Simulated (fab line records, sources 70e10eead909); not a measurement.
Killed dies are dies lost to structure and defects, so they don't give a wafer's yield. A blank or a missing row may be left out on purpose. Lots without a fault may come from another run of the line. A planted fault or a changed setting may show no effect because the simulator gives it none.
A struck lot beside a sound one | flow nand_harc | 26 steps out of a route of 1159
Sound: wafers L745.2, L745.3, L745.6. Struck: wafer L736.4. (L736.2, L736.6 of the same lot were not struck and are left out.) The cause comes at the end.
At each step with rows: each side's tool, then ch and its chambers, then its first start. Under that, the readings that differ: sound wafers | struck wafers | difference of the means | sigmas: that difference in standard deviations of wafers without a fault.
alike: readings whose means differ by less than 2 such deviations, and words and numbers that are the same on both sides. not compared: withheld readings, readings that some wafer has no value for, bounds like >300 that may hide the same value, and numbers for which the record gives no deviation and whose values overlap.
The two part at a step that has a row with sigmas, a row that says differs or no value, or rows on one side only. Numbers that don't overlap but have no deviation are shown without sigmas and don't part them. A reading that every wafer of one side lacks parts them only if that side has two wafers or more.

first, 1 step without rows for these wafers: NHARC_A_M0_PRE_CLEAN_29 (time 30 s).
NHARC_A_M0_PVD_20: deposits TaN, target thk 5 nm, time 8.06 s.
  sound on pvd_sputter-01; struck on pvd_sputter-01
  alike: throttle_valve_pct
NHARC_A_M0_PVD_21: deposits Cu, target thk 30 nm, time 20.49 s.
  sound on pvd_sputter-01; struck on pvd_sputter-01
  alike: throttle_valve_pct
then, 1 step without rows for these wafers: NHARC_A_M0_ECD_22 (material Cu, target thk 400 nm).
NHARC_A_M0_ANNEAL_30: time 90 s.
  sound on rtp_anneal-01 ch 0, day 20 22:04; struck on rtp_anneal-02 ch 0, day 19 08:17
  reading          | sound             | struck | difference | sigmas
  wafer_temp_C_max | 226.5 226.5 226.4 | 225.5  | -1.0       | -3
NHARC_A_M0_CMP_23: polishes, t overpolish 20 s, target thk 113.75 nm.
  sound on cmp-03 ch 0,1,3, day 20 22:24; struck on cmp-04 ch 3, day 19 08:37
  alike: motor_current_A, time_to_endpoint_s
NHARC_A_M0_THK_MEAS_24: measures by xrf.
  sound on film_metro-01, day 20 22:40; struck on film_metro-02, day 19 08:54
  alike: thk_nm
then, 1 step without rows for these wafers: NHARC_A_M0_SRD_25.
NHARC_A_M0_INSPECT_27:
  sound on defect_inspect-01, day 20 22:49; struck on defect_inspect-02, day 19 09:04
  alike: raw_defect_count
then, 2 steps without rows for these wafers: NHARC_A_M0_PRE_CLEAN_31 (time 12 s); NHARC_A_M0_DEP_32 (deposits SiCN, target thk 30 nm).
NHARC_A_M1_DEP_00: deposits SiOC, target thk 182.5 nm.
  sound on pecvd-02 ch 0,2, day 20 23:59; struck on pecvd-04 ch 0,2, day 19 09:52
then, 9 steps without rows for these wafers: NHARC_A_M1_DEHYDRATE_01 (time 120 s); NHARC_A_M1_HMDS_02 (time 30 s); NHARC_A_M1_COAT_34 (time 65 s); NHARC_A_M1_COAT_03 (resist thk 90 nm); NHARC_A_M1_SOFTBAKE_04 (time 55 s); NHARC_A_M1_EBR_05; NHARC_A_M1_EXPOSE_06 (exposes mask A M1, target cd 120 nm); NHARC_A_M1_PEB_07 (peb time 65 s); NHARC_A_M1_DEVELOP_08 (develop time 35 s).
NHARC_A_M1_CD_MEAS_09: target cd 120 nm.
  sound on cd_sem-03 ch 0, day 21 00:41; struck on cd_sem-02 ch 0, day 19 10:37
  alike: cd_nm
NHARC_A_M1_OVL_MEAS_10: pitch 240 nm.
  sound on overlay-01, day 21 00:47; struck on overlay-02, day 19 10:43
  alike: overlay_x_nm, overlay_y_nm
NHARC_A_M1_INSPECT_11:
  sound on defect_inspect-01, day 21 00:49; struck on defect_inspect-01, day 19 10:44
  reading          | sound    | struck | difference | sigmas
  raw_defect_count | 57 54 60 | 973    | +916       | +61
NHARC_A_M1_DESCUM_14: chemistry O2, time 3 s.
  sound on rie_diel-03 ch 2,3, day 21 00:53; struck on rie_diel-08 ch 0, day 19 10:49
  alike: drypump_motor_current_A, oes_product_au, rf_vpp_V, showerhead_plenum_p_Torr, throttle_valve_pct
  not compared: rf_hours_counter_h
NHARC_END_SORT_01:
  the record has rows for the struck wafers here (prober-01 ch 0, day 21 01:32) and none for the sound ones

WHERE THEY PART
First at NHARC_A_M0_ANNEAL_30; last, within this record, at NHARC_END_SORT_01.

WHY: what the simulator had put in
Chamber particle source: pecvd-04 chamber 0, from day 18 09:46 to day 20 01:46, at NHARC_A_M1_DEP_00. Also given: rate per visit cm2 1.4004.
